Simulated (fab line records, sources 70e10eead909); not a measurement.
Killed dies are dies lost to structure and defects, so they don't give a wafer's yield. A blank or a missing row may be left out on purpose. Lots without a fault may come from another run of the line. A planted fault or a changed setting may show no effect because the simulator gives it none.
Chamber matching | flow nand_harc | NHARC_A_CHANNEL_HOLE_D1_ETCH_38 on rie_diel-04: 4 sister chambers
The step etches the open film in CF4, target depth 39 nm, time 65 s. 8 wafers are shown with their chamber, then 11 later ones without.

WAFERS WITH THEIR CHAMBER
wafer  | chamber | drypump_motor_current_A (A) | oes_product_au (a.u.)
L082.3 | 1       | 6.1                         | 0.993
L085.1 | 1       | 6.1                         | 0.996
L085.4 | 0       | 6.0                         | 0.995
L085.5 | 3       | 6.5                         | 0.979
L090.1 | 0       | 6.0                         | 1.002
L090.3 | 3       | 6.4                         | 0.985
L090.6 | 2       | 5.1                         | 1.000
L089.1 | 2       | 5.1                         | 0.996

WAFERS WITHOUT THEIR CHAMBER
wafer  | drypump_motor_current_A (A) | oes_product_au (a.u.)
L089.2 | 6.0                         | 0.995
L089.5 | 6.0                         | 1.009
L093.1 | 6.0                         | 1.002
L093.2 | 5.1                         | 1.007
L093.6 | 6.1                         | 0.990
L096.2 | 5.1                         | 1.014
L096.4 | 6.1                         | 1.000
L096.5 | 5.1                         | 1.003
L097.2 | 5.1                         | 1.026
L097.4 | 6.0                         | 1.016
L097.6 | 6.1                         | 0.997

WHICH CHAMBER EACH WENT THROUGH
wafer  | from the rows above     | in truth
L089.2 | can't be placed: 0 or 1 | 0
L089.5 | can't be placed: 0 or 1 | 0
L093.1 | 0                       | 0
L093.2 | 2                       | 2
L093.6 | 1                       | 1
L096.2 | 2                       | 2
L096.4 | can't be placed: 1 or 0 | 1
L096.5 | 2                       | 2
L097.2 | 2                       | 2
L097.4 | can't be placed: 0 or 1 | 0
L097.6 | 1                       | 1
Placed correctly: 7 of 11. Can't be placed from these rows: 4 (the true chamber is among the candidates in 4). Placed wrongly: 0.
How it was worked out, from the rows above alone: a wafer's distance from a chamber is the root of the sum, over the readings, of the square of ((its reading less the chamber's mean) divided by the reading's scatter). The wafer belongs to the nearest chamber; if the next one is less than 2 further off, it can't be placed. A chamber's mean is the mean of its shown wafers. The scatter: the root of (the sum of the squares of (reading less its chamber's mean) over the shown wafers, divided by (wafers less chambers)).
